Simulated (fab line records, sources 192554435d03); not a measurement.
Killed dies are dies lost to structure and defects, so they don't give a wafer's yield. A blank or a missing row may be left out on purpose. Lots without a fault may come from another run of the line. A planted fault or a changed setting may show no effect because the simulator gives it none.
Chamber matching | flow n5_finfet | N5_BEOL_M5_PRE_CLEAN_77 on cvd_co-01: 3 sister chambers
The step time 15 s. 6 wafers are shown with their chamber, then 12 later ones without.

WAFERS WITH THEIR CHAMBER
wafer  | chamber | heater_power_w (W)
L088.5 | 2       | 85
L090.4 | 1       | 92
L090.5 | 2       | 84
L093.1 | 1       | 93
L093.3 | 0       | 77
L093.5 | 0       | 73

WAFERS WITHOUT THEIR CHAMBER
wafer  | heater_power_w (W)
L092.1 | 73
L092.2 | 83
L092.5 | 84
L091.1 | 77
L091.4 | 83
L091.6 | 90
L095.1 | 75
L095.2 | 91
L095.4 | 95
L094.1 | 75
L094.4 | 85
L094.5 | 90

WHICH CHAMBER EACH WENT THROUGH
wafer  | from the rows above     | in truth
L092.1 | 0                       | 0
L092.2 | 2                       | 2
L092.5 | 2                       | 2
L091.1 | 0                       | 0
L091.4 | 2                       | 2
L091.6 | can't be placed: 1 or 2 | 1
L095.1 | 0                       | 0
L095.2 | 1                       | 1
L095.4 | 1                       | 1
L094.1 | 0                       | 0
L094.4 | 2                       | 2
L094.5 | can't be placed: 1 or 2 | 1
Placed correctly: 10 of 12. Can't be placed from these rows: 2 (the true chamber is among the candidates in 2). Placed wrongly: 0.
How it was worked out, from the rows above alone: a wafer's distance from a chamber is the root of the sum, over the readings, of the square of ((its reading less the chamber's mean) divided by the reading's scatter). The wafer belongs to the nearest chamber; if the next one is less than 2 further off, it can't be placed. A chamber's mean is the mean of its shown wafers. The scatter: the root of (the sum of the squares of (reading less its chamber's mean) over the shown wafers, divided by (wafers less chambers)).
